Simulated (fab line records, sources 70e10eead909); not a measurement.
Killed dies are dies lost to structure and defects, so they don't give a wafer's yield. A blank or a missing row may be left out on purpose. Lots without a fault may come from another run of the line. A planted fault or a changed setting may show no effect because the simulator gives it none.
Which tool did it? | flow nand_harc | 7 lots, 21 wafers sampled, at 2 steps of a route of 1302

WHAT THE GAUGES READ, wafer by wafer
NHARC_A_CHANNEL_HOLE_D1_CD_MEAS_30.
lot  | measured     | on        | cd_nm (nm)
L281 | day 9 20:32  | cd_sem-02 | 90.4 89.6 90.1
L289 | day 13 04:16 | cd_sem-03 | 91.1 90.6 90.1
L290 | day 13 12:44 | cd_sem-03 | 91.1 88.7 88.5
L294 | day 14 22:47 | cd_sem-01 | 89.4 88.6 88.9
L297 | day 16 05:11 | cd_sem-01 | 90.8 90.4 90.5
L299 | day 17 11:13 | cd_sem-02 | 91.6 89.4 90.8
L302 | day 18 16:08 | cd_sem-02 | 90.4 89.2 89.2

WHICH TOOL RAN EACH LOT (tool, then ch and the chambers of the sampled wafers, then the start)
lot  | NHARC_A_CHANNEL_HOLE_D1_ETCH_19
L281 | har_etch-01 ch 0,1, day 9 14:49
L289 | har_etch-02 ch 0,1, day 12 22:46
L290 | har_etch-02 ch 0,1, day 13 06:45
L294 | har_etch-01 ch 0,1, day 14 17:10
L297 | har_etch-01 ch 0,1, day 15 23:38
L299 | har_etch-01 ch 0,1, day 17 05:43
L302 | har_etch-02 ch 0,1, day 18 10:35
- NHARC_A_CHANNEL_HOLE_D1_ETCH_19: etches the open film in C4F8/O2/Ar, time 34.5 s.

THE ANSWER, worked out from the rows above alone
Rule: what is usual is taken from the lots themselves. Put in order of their means at a reading, lots are off if they are a third of the lots or fewer, leave a main group of 4 or more, and stand apart from it by a gap of 3 or more times the standard deviation of the main group's means; of several such gaps the widest counts. A main group whose means are all the same, to the digits that the tables above print for the reading, isn't used. A lot without any number at a reading at which 4 lots or more have one is off too. The other lots that the step has rows for count as sound.
No lot is off at any reading shown: from this, nothing can be told.

WHAT THE SIMULATOR HAD PUT IN
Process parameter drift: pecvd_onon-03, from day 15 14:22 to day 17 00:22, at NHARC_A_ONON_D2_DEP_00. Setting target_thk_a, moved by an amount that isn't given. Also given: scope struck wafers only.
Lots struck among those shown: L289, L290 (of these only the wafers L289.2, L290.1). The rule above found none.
